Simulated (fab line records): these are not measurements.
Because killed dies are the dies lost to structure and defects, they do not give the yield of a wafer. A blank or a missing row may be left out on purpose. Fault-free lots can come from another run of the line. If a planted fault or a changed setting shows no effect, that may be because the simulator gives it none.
fab line records -- flow n5_finfet
record lots=7, wafers=20, last_day=17
route steps=1938 shown BEOL_M12@1644
lots that met no fault: taken from a fault-free run of the same line
start_h: start of the lot's first displayed wafer, in hours after the record's first day -- wait_h: time in hours since the lot's previous step -- " as in the row above -- L1.1+2: several wafers, shown together as one row -- - value missing, or start not given -- * or withheld: withheld -- < > ~ a bound
route shown NAME@n: NAME is a module with steps in the file, n the number in the route of the first one -- usual: mean/standard deviation taken from wafers without a fault -- same: alike in all rows -- chamber/n: place in a boat -- sites: the reading at each site -- _std_site: standard deviation across them -- _edge_site: mean of outer sites minus mean of inner sites -- radius_mm: for every site, how far away it sits from the centre of the wafer -- mask NAME#n: copy n -- behind: the tool/chamber that last shaped the wafer -- hold: cause of the lot's hold/its duration in hours/its outcome -- device: which transistor (n, p or np) failed to switch -- end of line: the same wafers' tests at the end of the route -- for a step that has no rows: nothing shown but its recipe -- killed: dies lost to structure and defects at the first sort, not the wafer's yield -- map: per-die view of a wafer (x killed, . not killed, _ where there is no die)
set.NAME: the setting that was run; set.NAME@STEP: the one run at that earlier step -- model.NAME: the simulator's own value behind a step, which no gauge read
a table for each step, a row for each wafer; lots at some steps of the route
services: when a tool's chamber went out of use (start_h, in hours from the record's first day, below 0 if earlier), for how many hours, and the reason
## steps
# step N5_BEOL_M12_PRECLEAN_39
# recipe chemistry=residue_remover, time_s=60, temp_c=40
# step N5_BEOL_M12_SRD_40
# recipe time_s=30, temp_c=23, rinse_liquid=diw, dry=n2_spin, spin_rpm=1500, dry_time_s=30
# step N5_BEOL_M12_DEGAS_41
# recipe ambient=vacuum, temp_c=250, time_s=60
# usual heater_power_w=325/31
lot.wafer,tool,chamber,start_h,wait_h,heater_power_w
L201.1,pvd_sputter-03,-,217.35,0.6,294
L201.2,pvd_sputter-03,-,217.35,0.6,344
L201.3,pvd_sputter-03,-,217.35,0.6,251
L202.1,pvd_sputter-03,-,236.64,0.2,326
L202.5,pvd_sputter-03,-,236.64,0.2,347
L202.6,pvd_sputter-03,-,236.64,0.2,301
L206.1,pvd_sputter-01,-,265.91,0.1,353
L206.4,pvd_sputter-01,-,265.91,0.1,360
L206.6,pvd_sputter-01,-,265.91,0.1,286
L208.1,pvd_sputter-01,-,266.23,0.3,372
L208.4,pvd_sputter-01,-,266.23,0.3,279
L208.6,pvd_sputter-01,-,266.23,0.3,341
L209.3,pvd_sputter-03,-,280.29,0.0,257
L209.6,pvd_sputter-03,-,280.29,0.0,353
L220.1,pvd_sputter-01,-,346.74,1.2,357
L220.3,pvd_sputter-01,-,346.74,1.2,356
L220.5,pvd_sputter-01,-,346.74,1.2,340
L224.2,pvd_sputter-02,-,379.84,0.2,325
L224.4,pvd_sputter-02,-,379.84,0.2,334
L224.6,pvd_sputter-02,-,379.84,0.2,334
# step N5_BEOL_M12_PRE_CLEAN_42
# recipe gas=H2/He, time_s=30, temp_c=250
# usual heater_power_w=325/31
lot.wafer,tool,chamber,start_h,wait_h,heater_power_w
L201.1,pvd_sputter-03,-,217.39,0.0,296
L201.2,pvd_sputter-03,-,217.39,0.0,340
L201.3,pvd_sputter-03,-,217.39,0.0,252
L202.1,pvd_sputter-03,-,236.68,0.0,324
L202.5,pvd_sputter-03,-,236.68,0.0,353
L202.6,pvd_sputter-03,-,236.68,0.0,298
L206.1,pvd_sputter-01,-,265.95,0.0,353
L206.4,pvd_sputter-01,-,265.95,0.0,365
L206.6,pvd_sputter-01,-,265.95,0.0,275
L208.1,pvd_sputter-01,-,266.27,0.0,358
L208.4,pvd_sputter-01,-,266.27,0.0,279
L208.6,pvd_sputter-01,-,266.27,0.0,341
L209.3,pvd_sputter-03,-,280.33,0.0,256
L209.6,pvd_sputter-03,-,280.33,0.0,350
L220.1,pvd_sputter-01,-,346.78,0.0,353
L220.3,pvd_sputter-01,-,346.78,0.0,359
L220.5,pvd_sputter-01,-,346.78,0.0,339
L224.2,pvd_sputter-02,-,379.88,0.0,324
L224.4,pvd_sputter-02,-,379.88,0.0,337
L224.6,pvd_sputter-02,-,379.88,0.0,335
# step N5_BEOL_M12_SPUTTER_43
# recipe material=TaN, target_thk_a=150, temp_c=50, bias_v=168.6, power_w=15000, chamber_pressure_pa=0.12, time_s=24.19
# usual throttle_valve_pct=29.5/1.2
lot.wafer,tool,chamber,start_h,wait_h,throttle_valve_pct
L201.1,pvd_sputter-03,-,217.43,0.0,31.1
L201.2,pvd_sputter-03,-,217.43,0.0,31.8
L201.3,pvd_sputter-03,-,217.43,0.0,29.8
L202.1,pvd_sputter-03,-,236.72,0.0,29.3
L202.5,pvd_sputter-03,-,236.72,0.0,31.5
L202.6,pvd_sputter-03,-,236.72,0.0,31.1
L206.1,pvd_sputter-01,-,265.99,0.0,27.5
L206.4,pvd_sputter-01,-,265.99,0.0,30.2
L206.6,pvd_sputter-01,-,265.99,0.0,29.3
L208.1,pvd_sputter-01,-,266.31,0.0,30.2
L208.4,pvd_sputter-01,-,266.31,0.0,29.3
L208.6,pvd_sputter-01,-,266.31,0.0,28.2
L209.3,pvd_sputter-03,-,280.37,0.0,29.5
L209.6,pvd_sputter-03,-,280.37,0.0,31.8
L220.1,pvd_sputter-01,-,346.82,0.0,27.2
L220.3,pvd_sputter-01,-,346.82,0.0,30.6
L220.5,pvd_sputter-01,-,346.82,0.0,28.2
L224.2,pvd_sputter-02,-,379.92,0.0,29.9
L224.4,pvd_sputter-02,-,379.92,0.0,30.3
L224.6,pvd_sputter-02,-,379.92,0.0,29.9
# step N5_BEOL_M12_SPUTTER_44
# recipe material=Ta, target_thk_a=100, temp_c=50, bias_v=80, power_w=15000, chamber_pressure_pa=0.07, time_s=16.13
# usual throttle_valve_pct=29.5/1.2
lot.wafer,tool,chamber,start_h,wait_h,throttle_valve_pct
L201.1,pvd_sputter-03,-,217.51,0.0,31.3
L201.2,pvd_sputter-03,-,217.51,0.0,31.5
L201.3,pvd_sputter-03,-,217.51,0.0,29.4
L202.1,pvd_sputter-03,-,236.80,0.0,29.1
L202.5,pvd_sputter-03,-,236.80,0.0,31.8
L202.6,pvd_sputter-03,-,236.80,0.0,31.3
L206.1,pvd_sputter-01,-,266.07,0.0,27.4
L206.4,pvd_sputter-01,-,266.07,0.0,30.1
L206.6,pvd_sputter-01,-,266.07,0.0,29.3
L208.1,pvd_sputter-01,-,266.39,0.0,30.2
L208.4,pvd_sputter-01,-,266.39,0.0,29.3
L208.6,pvd_sputter-01,-,266.39,0.0,28.4
L209.3,pvd_sputter-03,-,280.45,0.0,29.4
L209.6,pvd_sputter-03,-,280.45,0.0,31.6
L220.1,pvd_sputter-01,-,346.90,0.0,27.4
L220.3,pvd_sputter-01,-,346.90,0.0,30.2
L220.5,pvd_sputter-01,-,346.90,0.0,28.0
L224.2,pvd_sputter-02,-,380.00,0.0,29.9
L224.4,pvd_sputter-02,-,380.00,0.0,30.2
L224.6,pvd_sputter-02,-,380.00,0.0,29.9
# step N5_BEOL_M12_SPUTTER_45
# recipe material=Cu, target_thk_a=800, temp_c=-20, bias_v=60, power_w=26000, chamber_pressure_pa=0.13, time_s=13.33
# usual throttle_valve_pct=29.5/1.1
lot.wafer,tool,chamber,start_h,wait_h,throttle_valve_pct
L201.1,pvd_sputter-03,-,217.59,0.0,30.9
L201.2,pvd_sputter-03,-,217.59,0.0,31.9
L201.3,pvd_sputter-03,-,217.59,0.0,29.4
L202.1,pvd_sputter-03,-,236.88,0.0,29.1
L202.5,pvd_sputter-03,-,236.88,0.0,31.6
L202.6,pvd_sputter-03,-,236.88,0.0,31.0
L206.1,pvd_sputter-01,-,266.15,0.0,27.3
L206.4,pvd_sputter-01,-,266.15,0.0,30.2
L206.6,pvd_sputter-01,-,266.15,0.0,29.3
L208.1,pvd_sputter-01,-,266.47,0.0,29.9
L208.4,pvd_sputter-01,-,266.47,0.0,29.2
L208.6,pvd_sputter-01,-,266.47,0.0,28.1
L209.3,pvd_sputter-03,-,280.53,0.0,29.4
L209.6,pvd_sputter-03,-,280.53,0.0,31.7
L220.1,pvd_sputter-01,-,346.98,0.0,27.5
L220.3,pvd_sputter-01,-,346.98,0.0,30.4
L220.5,pvd_sputter-01,-,346.98,0.0,28.3
L224.2,pvd_sputter-02,-,380.08,0.0,30.0
L224.4,pvd_sputter-02,-,380.08,0.0,30.0
L224.6,pvd_sputter-02,-,380.08,0.0,30.0
# step N5_BEOL_M12_ECD_47
# recipe material=Cu, target_thk_a=7200
# step N5_BEOL_M12_ANNEAL_48
# recipe temp_c=225, time_s=90, ambient=N2
# step N5_BEOL_M12_CMP_49
# recipe stop_on=SiOC, t_overpolish_s=20.6, down_force_psi=1, platen_rpm=50, clearing_platen_down_force_psi=1.5, clearing_platen_rpm=50, post_cmp_clean=cu_alkaline, target_thk_nm=320, clearing_platen_pad_velocity_m_s=0.99484, pad_velocity_m_s=0.99484
# step N5_BEOL_M12_THK_MEAS_50
# recipe thk_meas_gauge=xrf, reads=Cu_of_BEOL_M12_ECD_47
# usual M12_THK=307/4.4
lot.wafer,tool,chamber,start_h,wait_h,M12_THK[nm]
L201.1,film_metro-01,-,218.44,-,304
L201.2,film_metro-01,-,218.44,-,306
L201.3,film_metro-01,-,218.44,-,305
L202.1,film_metro-01,-,237.73,-,302
L202.5,film_metro-01,-,237.73,-,305
L202.6,film_metro-01,-,237.73,-,304
L206.1,film_metro-02,-,267.20,-,311
L206.4,film_metro-02,-,267.20,-,297
L206.6,film_metro-02,-,267.20,-,304
L208.1,film_metro-01,-,267.33,-,305
L208.4,film_metro-01,-,267.33,-,312
L208.6,film_metro-01,-,267.33,-,309
L209.3,film_metro-01,-,281.53,-,306
L209.6,film_metro-01,-,281.53,-,308
L220.1,film_metro-02,-,347.85,-,308
L220.3,film_metro-02,-,347.85,-,318
L220.5,film_metro-02,-,347.85,-,308
L224.2,film_metro-02,-,381.23,-,309
L224.4,film_metro-02,-,381.23,-,300
L224.6,film_metro-02,-,381.23,-,298
# step N5_BEOL_M12_PRE_CLEAN_52
# recipe gas=NH3, time_s=15, temp_c=withheld, rf_power_w=300
# step N5_BEOL_M12_DEP_53
# recipe material=SiCN, target_thk_a=300, temp_c=withheld, precursor=3MS/NH3, pressure_torr=3, rf_w=675, time_s=10.5
# usual showerhead_plenum_p_Torr=4.154/0.015, throttle_valve_pct=18.2/0.99
lot.wafer,tool,chamber,start_h,wait_h,showerhead_plenum_p_Torr,since_wet_clean_h,throttle_valve_pct,model.SiCN_of_BEOL_M12_DEP_53.thk_nm
L201.1,pecvd-04,2,218.51,0.0,4.166,339,18.4,30
L201.2,pecvd-04,1,218.51,0.0,4.140,1829,18.7,29.4
L201.3,pecvd-04,0,218.51,0.0,4.165,1104,17.9,30.2
L202.1,pecvd-03,2,237.79,0.0,4.136,521,17.6,29.4
L202.5,pecvd-03,1,237.79,0.0,4.178,-,16.6,30.4
L202.6,pecvd-03,2,237.79,0.0,4.141,-,17.7,30
L206.1,pecvd-03,1,267.26,0.0,4.177,2059,16.9,29.4
L206.4,pecvd-03,0,267.26,0.0,4.151,-,20.3,28.4
L206.6,pecvd-03,1,267.26,0.0,4.172,-,16.9,28.4
L208.1,pecvd-03,1,267.39,0.0,4.178,2059,17.0,29.4
L208.4,pecvd-03,0,267.39,0.0,4.152,-,20.3,28.2
L208.6,pecvd-03,1,267.39,0.0,4.174,-,16.7,28.4
L209.3,pecvd-03,0,281.59,0.0,4.154,1348,20.2,29.8
L209.6,pecvd-03,0,281.59,0.0,4.149,-,20.2,28.6
L220.1,pecvd-04,0,347.91,0.0,4.168,1233,17.5,29.8
L220.3,pecvd-04,2,347.91,0.0,4.164,469,18.6,30
L220.5,pecvd-04,1,347.91,0.0,4.142,-,18.5,30.4
L224.2,pecvd-04,0,381.29,0.0,4.163,1266,17.8,30.2
L224.4,pecvd-04,2,381.29,0.0,4.161,-,18.6,30.2
L224.6,pecvd-04,1,381.29,0.0,4.130,-,18.3,30.6
# step N5_BEOL_M12_RS_MEAS_54
# recipe thk_meas_gauge=four-point-probe, reads=Cu_of_BEOL_M12_ECD_47+Ta_of_BEOL_M12_SPUTTER_44+TaN_of_BEOL_M12_SPUTTER_43
# usual M12_RS=0.0604/0.00081
lot.wafer,tool,chamber,start_h,wait_h,M12_RS[ohm/sq]
L201.1,film_metro-02,-,218.57,0.0,0.0603
L201.2,film_metro-02,-,218.57,0.0,0.0599
L201.3,film_metro-02,-,218.57,0.0,0.0601
L202.1,film_metro-02,-,237.86,0.0,0.0612
L202.5,film_metro-02,-,237.86,0.0,0.0603
L202.6,film_metro-02,-,237.86,0.0,0.0608
L206.1,film_metro-01,-,267.33,0.0,0.0595
L206.4,film_metro-01,-,267.33,0.0,0.0624
L206.6,film_metro-01,-,267.33,0.0,0.0611
L208.1,film_metro-01,-,267.46,0.0,0.0614
L208.4,film_metro-01,-,267.46,0.0,0.0599
L208.6,film_metro-01,-,267.46,0.0,0.0604
L209.3,film_metro-01,-,281.66,0.0,0.0604
L209.6,film_metro-01,-,281.66,0.0,0.0600
L220.1,film_metro-01,-,347.97,0.0,0.0608
L220.3,film_metro-01,-,347.97,0.0,0.0589
L220.5,film_metro-01,-,347.97,0.0,0.0608
L224.2,film_metro-02,-,381.36,0.0,0.0593
L224.4,film_metro-02,-,381.36,0.0,0.0612
L224.6,film_metro-02,-,381.36,0.0,0.0616
## services
tool,chamber,start_h,hours,kind
pecvd-03,0,218.77,14.6,repair
pecvd-03,-,232.87,3.7,repair
pecvd-04,0,271.90,10.6,repair
pecvd-04,0,320.09,16.5,scheduled_down
pvd_sputter-03,-,328.74,2.3,repair
pecvd-03,2,346.52,7.2,repair
pvd_sputter-01,-,359.72,0.6,repair
pecvd-04,1,370.49,5.5,scheduled_down
## key
first_sign none at tools or gauges
model_effect step=N5_BEOL_M12_DEP_53, value=SiCN_of_BEOL_M12_DEP_53.thk_nm, without=29.8, struck=28.4
met_at N5_BEOL_M12_DEP_53
struck_wafers L206.4,L206.6,L208.4,L208.6,L209.6
onset_between 237.79 267.26
fault kind=process_parameter_drift, tool=pecvd-03, chamber=-, onset_h=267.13, steps=N5_BEOL_M12_DEP_53, channel=time_s, offset=*, shape=step, end_h=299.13, scope=struck_wafers_only, acts_in=*, stated=*
